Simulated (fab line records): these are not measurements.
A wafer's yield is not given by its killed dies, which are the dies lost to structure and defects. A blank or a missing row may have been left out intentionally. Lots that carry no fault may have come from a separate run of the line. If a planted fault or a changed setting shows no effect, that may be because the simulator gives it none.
A sampling plan put to the test    flow nand harc    each of the 26 faults these records tell of, on one fab line, judged from the records of the lots it struck
The plan consists of the line's own looks: route steps at which the wafer is read by a gauge or an inspection but not changed. Where struck wafers have a number at a look and the file lists that look's usual mean and standard deviation on fault-free wafers, the look can be judged. Caught: 4 or more of those standard deviations (sigma) separate the usual mean from the mean of the struck wafers at a look after the fault's first step. On the tool: the same test on the tool's own readings at the fault's steps. Also counted as caught: the struck wafers showing another recipe, or a record that is empty for them alone.

== THE FAULTS, as the simulator had put them in ==
1. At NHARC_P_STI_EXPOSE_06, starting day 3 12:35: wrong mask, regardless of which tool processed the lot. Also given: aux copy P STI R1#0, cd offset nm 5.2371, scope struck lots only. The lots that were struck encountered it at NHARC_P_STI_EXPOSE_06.
2. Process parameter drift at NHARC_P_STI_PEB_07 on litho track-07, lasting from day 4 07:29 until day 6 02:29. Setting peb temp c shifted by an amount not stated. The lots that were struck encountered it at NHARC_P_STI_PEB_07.
3. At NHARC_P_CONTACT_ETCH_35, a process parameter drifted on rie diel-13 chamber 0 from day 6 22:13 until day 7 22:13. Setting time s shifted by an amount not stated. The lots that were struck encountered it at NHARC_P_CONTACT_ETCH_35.
4. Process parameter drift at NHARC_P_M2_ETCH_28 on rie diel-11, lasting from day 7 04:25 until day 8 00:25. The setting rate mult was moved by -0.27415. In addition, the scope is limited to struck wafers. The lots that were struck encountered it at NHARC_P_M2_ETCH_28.
5. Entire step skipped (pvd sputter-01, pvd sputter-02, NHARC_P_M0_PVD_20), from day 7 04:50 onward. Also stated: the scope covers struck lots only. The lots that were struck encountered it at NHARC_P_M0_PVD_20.
6. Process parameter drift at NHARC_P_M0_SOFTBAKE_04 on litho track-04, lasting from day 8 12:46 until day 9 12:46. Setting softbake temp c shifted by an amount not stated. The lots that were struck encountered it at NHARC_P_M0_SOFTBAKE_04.
7. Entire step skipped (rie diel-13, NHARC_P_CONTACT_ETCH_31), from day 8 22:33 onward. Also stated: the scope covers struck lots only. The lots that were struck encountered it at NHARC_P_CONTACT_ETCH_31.
8. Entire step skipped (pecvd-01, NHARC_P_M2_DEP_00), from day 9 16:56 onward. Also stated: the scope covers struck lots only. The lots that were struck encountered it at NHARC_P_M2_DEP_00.
9. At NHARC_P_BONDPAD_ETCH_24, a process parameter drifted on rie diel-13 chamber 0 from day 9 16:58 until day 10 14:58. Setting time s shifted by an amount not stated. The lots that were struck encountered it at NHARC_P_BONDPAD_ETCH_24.
10. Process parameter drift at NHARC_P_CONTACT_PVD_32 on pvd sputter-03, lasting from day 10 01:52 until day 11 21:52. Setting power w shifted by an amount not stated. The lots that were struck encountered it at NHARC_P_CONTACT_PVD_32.
11. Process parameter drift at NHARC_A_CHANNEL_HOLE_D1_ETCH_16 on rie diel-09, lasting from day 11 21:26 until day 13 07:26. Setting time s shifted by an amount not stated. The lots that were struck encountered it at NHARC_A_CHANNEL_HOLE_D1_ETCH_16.
12. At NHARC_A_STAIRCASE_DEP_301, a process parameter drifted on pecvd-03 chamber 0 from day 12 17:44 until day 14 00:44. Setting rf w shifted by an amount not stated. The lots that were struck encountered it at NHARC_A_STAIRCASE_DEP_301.
13. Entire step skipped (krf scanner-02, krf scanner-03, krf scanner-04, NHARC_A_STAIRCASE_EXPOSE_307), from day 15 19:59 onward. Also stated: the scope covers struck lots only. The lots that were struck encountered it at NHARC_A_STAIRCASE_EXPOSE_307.
14. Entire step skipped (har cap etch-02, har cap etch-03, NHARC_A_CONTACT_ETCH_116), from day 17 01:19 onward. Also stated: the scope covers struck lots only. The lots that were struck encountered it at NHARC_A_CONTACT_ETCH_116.
15. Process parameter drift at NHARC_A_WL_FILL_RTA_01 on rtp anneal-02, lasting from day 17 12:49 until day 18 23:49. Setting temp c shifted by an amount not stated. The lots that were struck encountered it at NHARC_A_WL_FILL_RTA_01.
16. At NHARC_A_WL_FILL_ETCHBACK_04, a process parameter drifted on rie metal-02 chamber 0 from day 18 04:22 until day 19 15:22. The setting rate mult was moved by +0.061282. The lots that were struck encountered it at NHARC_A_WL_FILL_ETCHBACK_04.
17. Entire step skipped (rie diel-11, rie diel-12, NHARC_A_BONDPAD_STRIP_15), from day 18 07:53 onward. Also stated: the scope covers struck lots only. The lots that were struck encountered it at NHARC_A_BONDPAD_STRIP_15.
18. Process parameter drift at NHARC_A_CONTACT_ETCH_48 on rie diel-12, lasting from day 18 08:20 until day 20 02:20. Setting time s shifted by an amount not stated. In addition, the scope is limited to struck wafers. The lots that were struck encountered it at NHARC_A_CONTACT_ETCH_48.
19. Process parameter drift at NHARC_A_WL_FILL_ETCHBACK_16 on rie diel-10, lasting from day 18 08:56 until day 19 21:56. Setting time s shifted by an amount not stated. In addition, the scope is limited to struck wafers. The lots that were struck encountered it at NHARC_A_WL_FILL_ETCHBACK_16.
20. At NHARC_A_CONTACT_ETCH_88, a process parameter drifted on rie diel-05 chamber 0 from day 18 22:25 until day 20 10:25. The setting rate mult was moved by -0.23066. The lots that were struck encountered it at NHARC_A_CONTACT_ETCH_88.
21. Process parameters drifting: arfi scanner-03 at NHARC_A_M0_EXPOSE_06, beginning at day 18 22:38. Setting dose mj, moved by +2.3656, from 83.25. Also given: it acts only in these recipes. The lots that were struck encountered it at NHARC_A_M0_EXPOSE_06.
22. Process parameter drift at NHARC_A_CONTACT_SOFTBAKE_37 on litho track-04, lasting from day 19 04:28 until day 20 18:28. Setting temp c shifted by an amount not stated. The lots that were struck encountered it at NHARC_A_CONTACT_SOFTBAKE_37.
23. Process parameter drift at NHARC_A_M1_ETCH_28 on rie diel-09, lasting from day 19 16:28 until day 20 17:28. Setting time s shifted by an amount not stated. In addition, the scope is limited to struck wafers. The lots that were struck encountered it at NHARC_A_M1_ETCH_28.
24. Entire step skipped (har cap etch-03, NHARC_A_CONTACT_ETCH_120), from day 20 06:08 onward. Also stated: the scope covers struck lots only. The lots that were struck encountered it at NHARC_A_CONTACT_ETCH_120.
25. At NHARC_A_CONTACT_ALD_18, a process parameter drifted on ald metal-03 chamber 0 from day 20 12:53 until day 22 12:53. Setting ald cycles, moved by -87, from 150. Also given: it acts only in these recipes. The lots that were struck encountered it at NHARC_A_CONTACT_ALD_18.
26. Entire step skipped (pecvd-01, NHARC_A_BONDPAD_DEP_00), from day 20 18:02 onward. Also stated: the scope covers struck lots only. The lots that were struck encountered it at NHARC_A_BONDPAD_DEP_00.

== WHAT THE PLAN SAW ==
fault  on the tool itself                                first look that catches it                       reading, sigma  median hours from its first step to that look  hours from the fault's start to the first struck lot there  judged looks passed uncaught
1      under 2 sigma                                     no look after it can be judged                   -               -                                              -                                                           0
2      plate temp C +73 sigma                            NHARC_P_STI_CD_MEAS_09                           cd nm +17       0.1                                            0                                                           0
3      run length s -43 sigma                            no look after it can be judged                   -               -                                              -                                                           0
4      oes product au -9.4 sigma                         no look after it can be judged                   -               -                                              -                                                           0
5      the tool's record is blank for the struck wafers  no look after it can be judged                   -               -                                              -                                                           0
6      heater power total W -32 sigma                    none of the 2 looks that can be judged after it  -               -                                              -                                                           2
7      the tool's record is blank for the struck wafers  not the one look that can be judged after it     -               -                                              -                                                           1
8      the tool's record is blank for the struck wafers  no look after it can be judged                   -               -                                              -                                                           0
9      run length s -60 sigma                            not the one look that can be judged after it     -               -                                              -                                                           1
10     cathode dc power W +99 or beyond sigma            no look after it can be judged                   -               -                                              -                                                           0
11     run length s -99 or beyond sigma                  no look after it can be judged                   -               -                                              -                                                           0
12     rf fwd power W -99 or beyond sigma                not the one look that can be judged after it     -               -                                              -                                                           1
13     no reading that can be judged                     no look after it can be judged                   -               -                                              -                                                           0
14     the tool's record is blank for the struck wafers  no look after it can be judged                   -               -                                              -                                                           0
15     wafer_temp_C_max -39 sigma                        not the one look that can be judged after it     -               -                                              -                                                           1
16     oes product au +5.0 sigma                         no look after it can be judged                   -               -                                              -                                                           0
17     the tool's record is blank for the struck wafers  no look after it can be judged                   -               -                                              -                                                           0
18     run length s -58 sigma                            no look after it can be judged                   -               -                                              -                                                           0
19     run length s -18 sigma                            no look after it can be judged                   -               -                                              -                                                           0
20     oes product au -13 sigma                          no look after it can be judged                   -               -                                              -                                                           0
21     exposure dose mJ cm2 +23 sigma                    not the one look that can be judged after it     -               -                                              -                                                           1
22     heater power total W -45 sigma                    no look after it can be judged                   -               -                                              -                                                           0
23     run length s -36 sigma                            not the one look that can be judged after it     -               -                                              -                                                           1
24     the tool's record is blank for the struck wafers  no look after it can be judged                   -               -                                              -                                                           0
25     under 2 sigma                                     no look after it can be judged                   -               -                                              -                                                           0
26     the tool's record is blank for the struck wafers  no look after it can be judged                   -               -                                              -                                                           0
A dash: this means the fault isn't caught or the number doesn't appear in these records.

Caught at a look: 1 of 26. Caught on the tool: 23 of 26. By one or the other: 23 of 26.
Faults 3, 4, 5, 6, 7, 8, 9, 10, 11, 12, 14, 15, 16, 17, 18, 19, 20, 21, 22, 23, 24, 26 were caught on the tool alone.
Caught by neither: faults 1, 13, 25.

== THINNER SAMPLING ==
In the worst case, this is how late the first struck lot would be measured if the look that catches a fault measured only every second or every third lot, by lot number:
fault  struck lots at that look, in order of time  every lot  every second lot  every third lot
2      L426, L427                                  0 h        11 h              may miss all 2
Hours are from the fault's start to the first struck lot that is measured. Since the struck wafers were tested as one group against 4 sigma, a single lot by itself may lie under the limit. Other struck lots may not be in these records.

== THE LONGEST TIMED WAY FROM STEP TO LOOK ==
Fault 2: a median of 0.1 hours passes between NHARC_P_STI_PEB_07 and NHARC_P_STI_CD_MEAS_09. No look between them can be judged.
